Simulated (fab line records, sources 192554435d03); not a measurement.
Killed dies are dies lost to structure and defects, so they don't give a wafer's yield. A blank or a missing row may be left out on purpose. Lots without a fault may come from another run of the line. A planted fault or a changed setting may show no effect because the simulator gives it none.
Chamber matching | flow n5_finfet | N5_BEOL_M1_CO_CAP_55 on cvd_co-01: 3 sister chambers
The step material Co, precursor CCTBA/H2, target thk 2 nm, time 102.1 s. 6 wafers are shown with their chamber, then 9 later ones without.

WAFERS WITH THEIR CHAMBER
wafer  | chamber | heater_power_w (W) | chamber_pressure_Torr (Torr)
L077.5 | 1       | 239                | 30.00
L080.5 | 0       | 225                | 30.10
L080.6 | 2       | 230                | 30.06
L082.1 | 0       | 222                | 29.96
L082.3 | 2       | 237                | 30.06
L082.4 | 1       | 240                | 29.95

WAFERS WITHOUT THEIR CHAMBER
wafer  | heater_power_w (W) | chamber_pressure_Torr (Torr)
L084.1 | 229                | 30.01
L084.2 | 246                | 30.02
L084.4 | 226                | 29.97
L086.1 | 230                | 29.98
L086.4 | 219                | 29.91
L086.6 | 241                | 29.92
L087.2 | 222                | 29.93
L087.3 | 244                | 30.04
L087.5 | 242                | 29.89

WHICH CHAMBER EACH WENT THROUGH
wafer  | from the rows above          | in truth
L084.1 | can't be placed: 2 or 0 or 1 | 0
L084.2 | can't be placed: 1 or 2      | 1
L084.4 | can't be placed: 0 or 2      | 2
L086.1 | can't be placed: 2 or 0 or 1 | 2
L086.4 | 0                            | 0
L086.6 | 1                            | 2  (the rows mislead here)
L087.2 | 0                            | 0
L087.3 | can't be placed: 1 or 2      | 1
L087.5 | 1                            | 1
Placed correctly: 3 of 9. Can't be placed from these rows: 5 (the true chamber is among the candidates in 5). Placed wrongly: 1.
How it was worked out, from the rows above alone: a wafer's distance from a chamber is the root of the sum, over the readings, of the square of ((its reading less the chamber's mean) divided by the reading's scatter). The wafer belongs to the nearest chamber; if the next one is less than 2 further off, it can't be placed. A chamber's mean is the mean of its shown wafers. The scatter: the root of (the sum of the squares of (reading less its chamber's mean) over the shown wafers, divided by (wafers less chambers)).
